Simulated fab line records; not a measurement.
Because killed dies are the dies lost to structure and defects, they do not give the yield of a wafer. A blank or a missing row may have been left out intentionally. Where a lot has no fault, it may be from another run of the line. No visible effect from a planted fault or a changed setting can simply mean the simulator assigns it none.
One fault through the eyes of 3 desks / flow nandHarc / numbers are kept per desk, each desk with only its own; the story behind them comes last

## THE METROLOGY DESK
What the gauges read, lot by lot, whatever tool the lot ran on: means of the sampled wafers that have a number. A lot is out of limits, marked OUT, if its mean lies more than 4 standard deviations from the usual mean; the brackets give that distance.
Columns: A = thkNm at NHARC_P_M0_THK_MEAS_24, usual 117.8 nm; B = cdNm at NHARC_P_M1_CD_MEAS_09, usual 129.6 nm; C = overlayXNm at NHARC_P_M1_OVL_MEAS_10, usual -0.2 nm; D = overlayYNm at NHARC_P_M1_OVL_MEAS_10, usual -0.1 nm
lot=L498; first seen here=day 6 15:45; A=119.9; B=130.7; C=0.1; D=-0.4
lot=L499; first seen here=day 6 23:35; A=118.5; B=129.4; C=0.7; D=-0.7
lot=L511; first seen here=day 12 05:07; A=117.6; B=128.6; C=1.2; D=-0.6
lot=L512; first seen here=day 12 17:14; A=116.9; B=129.4; C=0.9; D=-0.5
lot=L517; first seen here=day 14 10:07; A=119.5; B=129.2; C=-0.0; D=0.6
lot=L519; first seen here=day 15 05:52; A=116.9; B=129.6; C=-0.6; D=-0.2
This desk's verdict: no lot among the 6 shows anything out of limits.

## THE DEFECT DESK
Per lot, the means of the sampled wafers with a number show what the inspections along the route counted. A lot is out of limits, marked OUT, if its mean lies more than 4 standard deviations from the usual mean; the brackets give that distance.
Columns: A = rawDefectCount at NHARC_P_M0_INSPECT_27, usual 280; B = rawDefectCount at NHARC_P_M1_INSPECT_11, usual 4.8
lot=L498; first seen here=day 6 15:55; A=274; B=4.0
lot=L499; first seen here=day 6 23:45; A=280; B=4.3
lot=L511; first seen here=day 12 05:17; A=250; B=433.7 (+99 or more) OUT
lot=L512; first seen here=day 12 17:23; A=220; B=429.0 (+99 or more) OUT
lot=L517; first seen here=day 14 10:17; A=191; B=5.3
lot=L519; first seen here=day 15 06:02; A=222; B=6.3
Finding of this desk: L511, L512 out of limits; the first was L511 at day 12 06:59, on rawDefectCount at NHARC_P_M1_INSPECT_11. Within limits: L498, L499, L517, L519.

## THE TOOL OWNER'S DESK: pecvd-02
The tool's own readings at NHARC_P_M0_DEP_32 (deposits SiCN, target thk 30 nm): means of the sampled wafers that have a number, for each lot that ran on this tool. A lot is out of limits, marked OUT, if its mean lies more than 4 standard deviations from the usual mean; the brackets give that distance.
Columns: A = heaterPowerOuterW at NHARC_P_M0_DEP_32, usual 321 W; B = heaterPowerW at NHARC_P_M0_DEP_32, usual 562 W
lot=L498; first seen here=day 6 16:06; A=304; B=543
lot=L511; first seen here=day 12 05:36; A=300; B=534
lot=L512; first seen here=day 12 17:32; A=345; B=614
lot=L519; first seen here=day 15 06:10; A=286; B=510
This desk's verdict: no lot among the 4 shows anything out of limits.

## TAKEN TOGETHER
The defect desk could have raised an alarm at day 12 06:59, on L511, L512.
At the metrology desk, nothing out of limits was observed.
The tool owner's desk saw nothing out of limits.
The metrology desk holds a record of L511, L512, inside its limits.
The tool owner's desk has L511, L512 on record, within its limits.
The lots listed all ran NHARC_P_M0_DEP_32 on pecvd-02.

## WHAT THE SIMULATOR HAD PUT IN
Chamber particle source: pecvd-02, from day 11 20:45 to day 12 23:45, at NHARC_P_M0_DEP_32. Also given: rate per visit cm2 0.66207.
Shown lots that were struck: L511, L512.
Hours from the fault's start to each desk's first reading out of limits: the defect desk, 10.
